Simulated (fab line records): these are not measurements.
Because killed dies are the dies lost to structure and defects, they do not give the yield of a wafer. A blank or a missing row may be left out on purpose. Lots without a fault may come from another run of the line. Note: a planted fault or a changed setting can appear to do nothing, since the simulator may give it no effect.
Comparing a struck lot with a sound one	flow n5Finfet	16 steps out of a route of 1938
Sound: wafers L382.1, L382.4, L382.6. The struck wafers were L394.4, L394.5, L394.6. The cause is named last.
Order at every step that has rows: each side's tool, ch and its chambers, its first start. Under that, the readings that differ: sound wafers	struck wafers	difference of the means	sigmas: that difference in standard deviations of wafers without a fault.
alike: words and numbers the same on both sides, and readings whose means are apart by under 2 such deviations; not compared: readings that were withheld, readings missing a value for some wafer, numbers with overlapping values and no deviation given by the record, and bounds like >300 which may hide the same value.
A row with sigmas, a row that says differs or no value, or rows on one side alone: a step with any of these is where the two part. Numbers that have no deviation but don't overlap get no sigmas and don't part them. Lack of a reading on every wafer of one side parts them only where that side has two or more wafers.

N5_BEOL_M2_CD_MEAS_35: target cd 18 nm, target cd y 22.2 nm.
  struck on cdSem-03, day 10 12:45; sound on cdSem-02, day 7 11:25
  alike: cdNm
N5_BEOL_M2_DEGAS_44: time 60 s.
  struck on pvdSputter-03, day 10 12:57; sound on pvdSputter-03, day 7 11:28
  alike: heaterPowerW
then, 1 step without rows for these wafers: N5_BEOL_M2_PRE_CLEAN_45 (time 30 s).
N5_BEOL_M2_ALD_84: deposits TaN, pulse time 2 s, purge time 3 s, co reactant purge time 2 s.
  sound on aldMetal-03 ch 1,3, day 7 11:38; struck on aldMetal-01 ch 0,1,3, day 10 13:04
  alike: chamberPressureTorr, heaterPowerW, mfcCarrierSccm, precursorVesselTempC
N5_BEOL_M2_SURFACE_TREAT_85:
  struck on pvdSputter-02, day 10 13:17; sound on pvdSputter-03, day 7 11:57
  alike: arFlowSccm
  not compared: throttleValvePct
then, 5 steps without rows for these wafers: N5_BEOL_M2_CVD_47 (deposits Co from CCTBA/H2, target thk 3 nm, time 223.8 s); N5_BEOL_M2_SPUTTER_48 (material Cu, target thk 4.5 nm, time 8.29 s); N5_BEOL_M2_ANNEAL_49 (time 240 s); N5_BEOL_M2_SPUTTER_79 (material Cu, target thk 4.5 nm, time 8.29 s); N5_BEOL_M2_ANNEAL_80 (time 240 s).
N5_BEOL_M2_SPUTTER_81: material Cu, target thk 4.5 nm, time 8.29 s.
  struck on pvdSputter-03, day 10 13:57; sound on pvdSputter-01, day 7 14:08
  alike: chamberPressurePa, chuckGasFlowSccm, throttleValvePct
N5_BEOL_M2_ANNEAL_82: time 240 s.
  struck on pvdSputter-03, day 10 14:02; sound on pvdSputter-01, day 7 14:13
  alike: heaterPowerW
N5_BEOL_M2_SPUTTER_86: material Cu, target thk 4.5 nm, time 8.29 s.
  struck on pvdSputter-03, day 10 14:10; sound on pvdSputter-01, day 7 14:22
  no value came back on the struck wafers for chamberPressurePa (Pa), chuckGasFlowSccm (sccm), throttleValvePct (%); on the sound wafers chamberPressurePa (Pa) reads 0.06993 0.06993 0.07002
then, 1 step without rows for these wafers: N5_BEOL_M2_ANNEAL_87 (time 240 s).
N5_BEOL_M4_RC_MEAS_101:
  sound on prober-01 ch 0, day 8 17:53; struck on prober-01 ch 0, day 11 11:01
  alike: DIBL_N, DIBL_P, IOFF_N, IOFF_P, ION_N, ION_P, SS_N, SS_P, VT_N, VT_P
-- a jump in the record: the struck wafers' starts before and after are 4 days apart (it breaks off in module BEOL_M4 and resumes in module PASSIVATION, where the first step shown is number 1936 of the route) --
N5_PASSIVATION_PROBE_49:
  struck on prober-01, day 15 13:17; sound on prober-01, day 12 22:43
  alike: defectLimitedYield, killed_at_M0_to_M3, killed_at_M4_up, killedAtContacts, killedAtFrontEnd, killedAtOther, killedDies, killedOpen, killedShort, sort_bin_5_function, sort_bin_6_memory, sortNPass, sortYieldPct

## WHERE THEY PART
N5_BEOL_M2_SPUTTER_86 only, going by this record. Later steps at which nothing parts them and some readings are alike: N5_BEOL_M4_RC_MEAS_101, N5_PASSIVATION_PROBE_49.

WHY: whatever the simulator had introduced
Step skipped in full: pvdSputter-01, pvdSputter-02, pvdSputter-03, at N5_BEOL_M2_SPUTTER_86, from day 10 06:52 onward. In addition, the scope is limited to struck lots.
